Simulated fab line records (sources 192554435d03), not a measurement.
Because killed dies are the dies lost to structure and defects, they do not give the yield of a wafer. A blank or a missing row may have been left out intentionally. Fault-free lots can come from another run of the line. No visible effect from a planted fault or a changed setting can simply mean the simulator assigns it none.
Matching of chambers | flow n5_finfet | 4 sister chambers for N5_BEOL_M12_CMP_49 on cmp-02
The step polishes, stops on SiOC, t overpolish 20.6 s, target thk 320 nm. 8 wafers are shown with their chamber, then 10 later ones without.

== WAFERS PAIRED WITH THEIR CHAMBERS ==
wafer  | chamber | motor_current_A (A) | barrier_field_endpoint_s (s)
L082.4 | 0       | 5.7                 | 30.4
L082.5 | 1       | 6.0                 | 29.7
L080.5 | 1       | 6.0                 | 30.0
L085.3 | 2       | 5.1                 | 30.2
L085.4 | 0       | 5.5                 | 31.3
L085.5 | 2       | 5.2                 | 30.4
L090.3 | 3       | 7.8                 | 30.0
L090.5 | 3       | 7.7                 | 30.8

== WAFERS WITHOUT THEIR CHAMBER ==
wafer  | motor_current_A (A) | barrier_field_endpoint_s (s)
L090.6 | 5.2                 | 31.1
L093.2 | 7.0                 | 30.2
L093.3 | 6.1                 | 30.3
L093.4 | 5.4                 | 29.9
L095.1 | 7.6                 | 29.4
L095.4 | 5.5                 | 29.7
L095.5 | 5.2                 | 29.4
L097.2 | 5.6                 | 30.7
L097.3 | 7.4                 | 30.6
L097.4 | 5.5                 | 30.7

== CHAMBER TAKEN BY EACH ==
wafer  | from the rows above     | in truth
L090.6 | 2                       | 2
L093.2 | 3                       | 3
L093.3 | 1                       | 1
L093.4 | can't be placed: 2 or 0 | 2
L095.1 | 3                       | 3
L095.4 | can't be placed: 0 or 2 | 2
L095.5 | 2                       | 2
L097.2 | 0                       | 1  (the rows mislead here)
L097.3 | 3                       | 3
L097.4 | 0                       | 0
Correct placement for 7 of the 10. Can't be placed from these rows: 2 (the true chamber is among the candidates in 2). Number placed wrongly: 1.
How it was worked out, from the rows above alone: a wafer's distance from a chamber is the root of the sum, over the readings, of the square of ((its reading less the chamber's mean) divided by the reading's scatter). If the next closest chamber is less than 2 further off than the closest, the wafer can't be placed; otherwise it belongs to the closest. For every chamber, the mean is computed from those of its wafers that are shown. The scatter: the root of (the sum of the squares of (reading less its chamber's mean) over the shown wafers, divided by (wafers less chambers)).
